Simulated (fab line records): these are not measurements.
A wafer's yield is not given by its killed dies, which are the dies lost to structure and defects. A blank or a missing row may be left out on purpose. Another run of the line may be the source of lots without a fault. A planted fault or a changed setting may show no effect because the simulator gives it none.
Comparing a struck lot with a sound one -- flow nandHarc -- 15 out of 1302 route steps
Sound: the wafers L108.2, L108.4, L108.5. The struck wafers were L101.2, L101.3, L101.5. The cause is given at the end.
Order at every step that has rows: each side's tool, ch and its chambers, its first start. Under that, the readings that differ: sound wafers -- struck wafers -- difference of the means -- sigmas: that difference in standard deviations of wafers without a fault.
alike: words and numbers the same on both sides, and readings whose means are apart by under 2 such deviations; not compared: readings that were withheld, readings missing a value for some wafer, numbers with overlapping values and no deviation given by the record, and bounds like >300 which may hide the same value.
Wherever a step has rows on one side only, a row that says differs or no value, or a row with sigmas, the two part there. Numbers that don't overlap but have no deviation are shown without sigmas and don't part them. Lack of a reading on every wafer of one side parts them only where that side has two or more wafers.

first, 8 steps without rows for these wafers: NHARC_A_M0_HMDS_02 (time 30 s); NHARC_A_M0_COAT_33 (time 65 s); NHARC_A_M0_COAT_03 (resist thk 90 nm); NHARC_A_M0_SOFTBAKE_04 (time 55 s); NHARC_A_M0_EBR_05; NHARC_A_M0_EXPOSE_06 (exposes mask A M0, target cd 80 nm); NHARC_A_M0_PEB_07 (peb time 65 s); NHARC_A_M0_DEVELOP_08 (develop time 35 s).
NHARC_A_M0_CD_MEAS_09: target cd 80 nm.
  sound on cdSem-02 ch 0, day 28 19:03; struck on cdSem-02 ch 0, day 25 19:58
  alike: cdNm
NHARC_A_M0_OVL_MEAS_10: pitch 160 nm.
  sound on overlay-02, day 28 19:08; struck on overlay-02, day 25 20:02
  alike: overlayXNm, overlayYNm
NHARC_A_M0_INSPECT_11:
  sound on defectInspect-02, day 28 19:11; struck on defectInspect-02, day 25 20:05
  alike: rawDefectCount
NHARC_A_M0_DESCUM_14: chemistry O2, time 3 s.
  sound on rieDiel-08 ch 1,2,3, day 28 19:16; struck on rieDiel-11 ch 1,2, day 25 20:08
  alike: chamberPressureMTorr, drypumpMotorCurrentA, o2FlowSccm, oesProductAu, rfVppV, showerheadPlenumPTorr, throttleValvePct
  not compared: rfHoursCounterH
NHARC_A_M0_ETCH_34: etches the open film in N2/H2, target depth 40 nm, overetch 12 nm, time 43.94 s.
  sound on rieDiel-08 ch 1,3, day 28 19:19; struck on rieDiel-11 ch 0,1,3, day 25 20:14
reading,sound,struck,difference,sigmas
oesProductAu (a.u.),1.006 0.998 0.993,0.871 0.867 0.863,-0.132,-13
  alike: chamberPressureMTorr, drypumpMotorCurrentA, rfFwdPowerW, rfVppV, showerheadPlenumPTorr, throttleValvePct
  not compared: rfHoursCounterH
NHARC_A_M0_ETCH_15: etches the open film in C4F8/Ar, target depth 150 nm, overetch 15 nm, time 82.5 s.
  sound on rieDiel-08 ch 0,2; struck on rieDiel-11 ch 0,1,2
reading,sound,struck,difference,sigmas
oesProductAu (a.u.),0.930 0.912 0.929,0.972 0.987 0.957,+0.048,+2
  alike: chamberPressureMTorr, rfFwdPowerW, rfVppV
  not compared: rfHoursCounterH
NHARC_END_SORT_01:
  only the struck wafers appear in the record here, on prober-01 ch 0 at day 27 10:02; the sound ones have no rows

WHERE THEY PART
First at NHARC_A_M0_ETCH_34; last, within this record, at NHARC_END_SORT_01.

WHY: the cause the simulator had injected
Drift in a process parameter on rieDiel-11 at NHARC_A_M0_ETCH_34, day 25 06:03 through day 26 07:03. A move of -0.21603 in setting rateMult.
